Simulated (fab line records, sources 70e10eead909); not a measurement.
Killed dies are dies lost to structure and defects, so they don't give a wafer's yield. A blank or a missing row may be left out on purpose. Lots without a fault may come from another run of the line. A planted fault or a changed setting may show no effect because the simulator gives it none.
Chamber matching | flow nand_harc | NHARC_P_M2_DEP_00 on pecvd-04: 3 sister chambers
The step deposits SiOC, target thk 182.5 nm. 14 wafers are shown with their chamber, then 6 later ones without.

WAFERS WITH THEIR CHAMBER
wafer  | chamber | showerhead_vpp_V (V) | rf_fwd_power_W (W)
L664.4 | 2       | 1545                 | 596.5
L664.5 | 1       | 1529                 | 602.3
L664.6 | 0       | 1691                 | 599.9
L666.3 | 1       | 1529                 | 599.8
L666.4 | 0       | 1697                 | 598.2
L667.2 | 1       | 1517                 | 602.6
L667.4 | 1       | 1520                 | 598.7
L667.6 | 0       | 1690                 | 599.6
L678.3 | 0       | 1692                 | 598.0
L678.4 | 2       | 1521                 | 598.1
L678.6 | 0       | 1692                 | 596.0
L679.4 | 2       | 1522                 | 601.3
L679.5 | 0       | 1682                 | 596.7
L679.6 | 1       | 1519                 | 596.9

SIGNATURES (means of the wafers above)
reading          | chamber 0 | chamber 1 | chamber 2 | scatter within a chamber
showerhead_vpp_V | 1690.67   | 1522.80   | 1529.33   | 7.51
rf_fwd_power_W   | 598.067   | 600.060   | 598.633   | 2.07
Rule: a wafer's distance from a chamber is the root of the sum, over the readings, of the square of ((its reading less the chamber's mean) divided by the reading's scatter). The wafer belongs to the nearest chamber; if the next one is less than 2 further off, it can't be placed. The scatter: the root of (the sum of the squares of (reading less its chamber's mean) over the shown wafers, divided by (wafers less chambers)).

WAFERS WITHOUT THEIR CHAMBER
wafer  | showerhead_vpp_V (V) | rf_fwd_power_W (W)
L680.4 | 1515                 | 598.3
L680.5 | 1520                 | 599.0
L680.6 | 1672                 | 599.7
L684.1 | 1510                 | 597.9
L684.2 | 1526                 | 600.4
L684.5 | 1670                 | 600.2

WHICH CHAMBER EACH WENT THROUGH
wafer  | from the rows above     | in truth
L680.4 | can't be placed: 1 or 2 | 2
L680.5 | can't be placed: 1 or 2 | 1
L680.6 | 0                       | 0
L684.1 | can't be placed: 1 or 2 | 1
L684.2 | can't be placed: 1 or 2 | 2
L684.5 | 0                       | 0
Placed correctly: 2 of 6. Can't be placed from these rows: 4 (the true chamber is among the candidates in 4). Placed wrongly: 0.
